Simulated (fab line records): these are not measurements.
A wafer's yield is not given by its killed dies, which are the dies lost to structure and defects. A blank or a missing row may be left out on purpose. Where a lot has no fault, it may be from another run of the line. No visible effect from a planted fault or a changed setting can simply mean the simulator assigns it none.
Comparing a struck lot with a sound one -- flow n5 finfet -- 30 steps out of a route of 1938
Sound: the wafers L502.1, L502.2, L502.4. The struck wafers were L494.4, L494.5, L494.6. The cause comes at the end.
Order at every step that has rows: each side's tool, ch and its chambers, its first start. Under that, the readings that differ: sound wafers -- struck wafers -- difference of the means -- sigmas: that difference in standard deviations of wafers without a fault.
alike: readings with means less than 2 such deviations apart, plus words and numbers identical on both sides. not compared: withheld readings, readings lacking a value on some wafer, bounds such as >300 that could conceal the same value, and numbers that have no deviation in the record and whose values overlap.
The two part at a step that has a row with sigmas, a row that says differs or no value, or rows on one side only. Numbers that don't overlap but have no deviation are shown without sigmas and don't part them. A reading that every wafer of one side lacks parts them only if that side has two wafers or more.

first, 9 steps without rows for these wafers: N5_FIN_SAQP_PRECLEAN_42 (cleans in O3/DIW, time 60 s); N5_FIN_SAQP_PRECLEAN_00 (cleans in SC1, time 60 s); N5_FIN_SAQP_PRECLEAN_44 (cleans in SC2, time 45 s); N5_FIN_SAQP_SRD_01 (time 30 s); N5_FIN_SAQP_ALD_61 (deposits SiO2, target thk 4 nm, pulse time 1 s, purge time 2 s); N5_FIN_SAQP_DENSIFY_62 (time 60 s); N5_FIN_SAQP_HM_DEP_03 (deposits SiNx from SiH4/NH3/N2, target thk 38 nm, time 33.6 s); N5_FIN_SAQP_PECVD_47 (deposits a-Si from SiH4/He, target thk 45 nm, time 36.3 s); N5_FIN_SAQP_PECVD_48 (deposits SiNx from SiH4/NH3/N2, target thk 25 nm, time 22.1 s).
N5_FIN_SAQP_PECVD_06: deposits a-Si from SiH4/He, target thk 60 nm, time 48.1 s.
  sound on pecvd-02 ch 0,1, day 7 14:42; struck on pecvd-03 ch 0,1,2, day 5 15:32
  alike: heater power outer w, heater power w, showerhead plenum p Torr, throttle valve pct
N5_FIN_SAQP_THK_MEAS_07:
  sound on film metro-02, day 7 14:47; struck on film metro-02, day 5 15:36
reading,sound,struck,difference,sigmas
thk nm (nm),59.2 59.8 60.5,52.5 51.7 50.9,-8.1,-9
then, 15 steps without rows for these wafers: N5_FIN_SAQP_HM_DEP_72 (deposits SiO2 from SiH4/N2O, target thk 12 nm, time 7.2 s); N5_FIN_SAQP_COAT_49 (time 60 s, resist thk 100 nm); N5_FIN_SAQP_COAT_50 (time 60 s, resist thk 35 nm); N5_FIN_SAQP_COAT_10 (resist thk 90 nm); N5_FIN_SAQP_EBR_12; N5_FIN_SAQP_SOFTBAKE_11 (time 60 s); N5_FIN_SAQP_EXPOSE_13 (exposes mask FIN CORE, target cd 35.6 nm); N5_FIN_SAQP_PEB_14 (peb time 60 s); N5_FIN_SAQP_DEVELOP_15 (develop time 30 s); N5_FIN_SAQP_DESCUM_21 (chemistry O2, time 7.9 s); N5_FIN_SAQP_ETCH_51 (etches SiARC in CF4, target depth 45.5 nm, time 75.8 s); N5_FIN_SAQP_ETCH_52 (etches SOC in N2/H2, target depth 100 nm, overetch 20 nm, time 150 s); N5_FIN_SAQP_STRIP_53 (strips in N2/H2); N5_FIN_SAQP_HM_OPEN_73 (chemistry CHF3/O2, target SiO2, stops on a-Si, target depth 12 nm, time 16.8 s); N5_FIN_SAQP_STRIP_74 (strips in CHF3/O2).
N5_FIN_SAQP_MANDREL_ETCH_22: etches a-Si in HBr/Cl2, stops on SiNx, target depth 60 nm, bt time 10 s, time 30 s.
  sound on rie si-04 ch 0,1,2, day 7 15:40; struck on rie si-04 ch 0,3, day 5 16:28
reading,sound,struck,difference,sigmas
oes product au (a.u.),0.790 0.787 0.783,0.722 0.696 0.667,-0.092,-6
  alike: drypump motor current A, he backside leak sccm, throttle valve pct
  not compared: rf hours counter h
then, 1 step without rows for these wafers: N5_FIN_SAQP_STRIP_55 (strips in N2/H2).
-- record jumps: 6 days separate the struck wafers' starts on either side; left off in module FIN_SAQP, taken up again in module BEOL_M4, whose first shown step is the route's number 1111 --
N5_BEOL_M4_RC_MEAS_101:
  sound on prober-01 ch 0, day 13 21:28; struck on prober-02 ch 0, day 11 21:13
reading,sound,struck,difference,sigmas
DIBL_N (mV/V),37.1 37.0 36.6,31.2 33.8 33.3,-4.1,-2
SS_P (mV/dec),73.8 73.7 73.1,71.5 72.2 72.3,-1.5,-2
VT_P (mV),-247 -248 -250,-257 -256 -252,-7,-2
  alike: DIBL_P, IOFF_N, IOFF_P, ION_N, ION_P, SS_N, VT_N
-- the record jumps here: 4 days lie between the struck wafers' starts before and after (it left off in module BEOL_M4 and takes up again in module PASSIVATION, whose first step shown is number 1936 of the route) --
N5_PASSIVATION_PROBE_49:
  sound on prober-01, day 18 19:17; struck on prober-02, day 16 07:16
reading,sound,struck,difference,sigmas
killed at front end,45 71 51,39 23 38,-22,-2
  alike: defect limited yield, killed_at_M0_to_M3, killed_at_M4_up, killed at contacts, killed at other, killed dies, killed open, killed short, sort_bin_5_function, sort_bin_6_memory, sort n pass, sort yield pct

WHERE THEY PART
First at N5_FIN_SAQP_THK_MEAS_07; last, within this record, at N5_PASSIVATION_PROBE_49.

WHY: the cause the simulator had injected
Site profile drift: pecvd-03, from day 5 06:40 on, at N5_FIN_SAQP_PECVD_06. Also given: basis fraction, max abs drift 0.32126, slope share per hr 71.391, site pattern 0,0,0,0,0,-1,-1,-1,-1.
